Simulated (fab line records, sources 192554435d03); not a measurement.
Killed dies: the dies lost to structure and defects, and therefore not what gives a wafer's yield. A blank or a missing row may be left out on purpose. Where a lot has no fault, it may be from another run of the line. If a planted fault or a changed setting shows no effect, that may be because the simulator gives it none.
Split-lot study	flow n5_finfet	21 wafers read from 7 lots, route of 1938 steps

THE SPLIT
At N5_BEOL_M10_COAT_64 (time 60 s, resist thk 30 nm), the setting spin_rpm was moved away from the recipe's 1500 rpm on 6 of the 21 wafers read, by -7.3% to +5.7%. For the rest of the wafers, this setting stayed at what the recipe calls for.

FROM THE SPLIT TO THE READING: what the file shows between them, 3 steps
- N5_BEOL_M10_COAT_22: resist thk 90 nm
- N5_BEOL_M10_EBR_24
- N5_BEOL_M10_DESCUM_33: chemistry O2, time 7.9 s

THE READING
etch.depth_nm (the simulator's own value, which no gauge read), in nm, at N5_BEOL_M10_ETCH_65 (etches SiARC in CF4, target depth 39 nm, time 65 s). No usual value for it is given in the file. The 15 wafers here that ran the recipe average 30.00 nm, standard deviation 0.1 nm.

wafer	tool, chamber at the split	spin_rpm as run, rpm	against the recipe	etch.depth_nm, nm	against lot-mates on the recipe
L074.2	litho_track-01, 0	1500	recipe	29.99	-
L074.3	litho_track-01, 0	1500	recipe	29.95	-
L074.6	litho_track-01, 0	1500	recipe	29.92	-
L076.1	litho_track-01, 0	1425	-5.0%	30.7	+0.62
L076.4	litho_track-01, 0	1500	recipe	30.08	-
L076.6	litho_track-01, 0	1425	-5.0%	30.76	+0.68
L077.1	litho_track-05, 0	1500	recipe	30.07	-
L077.4	litho_track-05, 0	1500	recipe	30.16	-
L077.5	litho_track-05, 0	1391	-7.3%	31.34	+1.22
L081.1	litho_track-02, 0	1500	recipe	30.17	-
L081.3	litho_track-02, 0	1500	recipe	30.12	-
L081.5	litho_track-02, 0	1500	recipe	30.05	-
L082.2	litho_track-02, 0	1500	recipe	29.82	-
L082.4	litho_track-02, 0	1500	recipe	29.94	-
L082.5	litho_track-02, 0	1500	recipe	29.83	-
L089.1	litho_track-05, 0	1585	+5.7%	29.16	no lot-mate on the recipe
L089.2	litho_track-05, 0	1585	+5.7%	29.18	no lot-mate on the recipe
L089.3	litho_track-05, 0	1585	+5.7%	29.06	no lot-mate on the recipe
L090.2	litho_track-05, 0	1500	recipe	29.96	-
L090.3	litho_track-05, 0	1500	recipe	30	-
L090.5	litho_track-05, 0	1500	recipe	29.97	-

THE FIT
A straight line over all 21 wafers: etch.depth_nm changes by -0.16 nm for each +1% of spin_rpm; r = -0.98; the points scatter about the line by 0.11 nm.
The same after taking each lot's own level away (the mean of its wafers on the recipe; 18 wafers): -0.151 nm for each +1%; r = -0.98; scatter 0.063 nm.
The reading moves by 1.1 nm for the largest change in spin_rpm, on that fit.
Across the lots, their own levels run from 29.863 to 30.115 nm, a range of 2.4 times the standard deviation given above.
So the lot-to-lot level changes the slope little: the two slopes agree.
Check: with one of the wafers moved furthest among these (-7.3%) left out of the fit, the line predicts +0.945 nm for it against its lot-mates. Against them it came out at +1.22 nm.

THE WHOLE CHAIN: every reading that the file lists as answering this split, in the file's order
step	what it does	reading	change (the file's fit)	r (the file's)
N5_BEOL_M10_COAT_64	time 60 s, resist thk 30 nm	SiARC_of_BEOL_M10_COAT_64.thk_nm (the simulator's own value, which no gauge read)	-0.173 nm for each +1% of the setting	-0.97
N5_BEOL_M10_ETCH_65	etches SiARC in CF4, target depth 39 nm, time 65 s	etch.depth_nm (the simulator's own value, which no gauge read)	-0.156 nm for each +1% of the setting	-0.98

THE FILE'S OWN FIT
etch.depth_nm changes by -0.156 nm for each +1% of spin_rpm, r = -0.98.
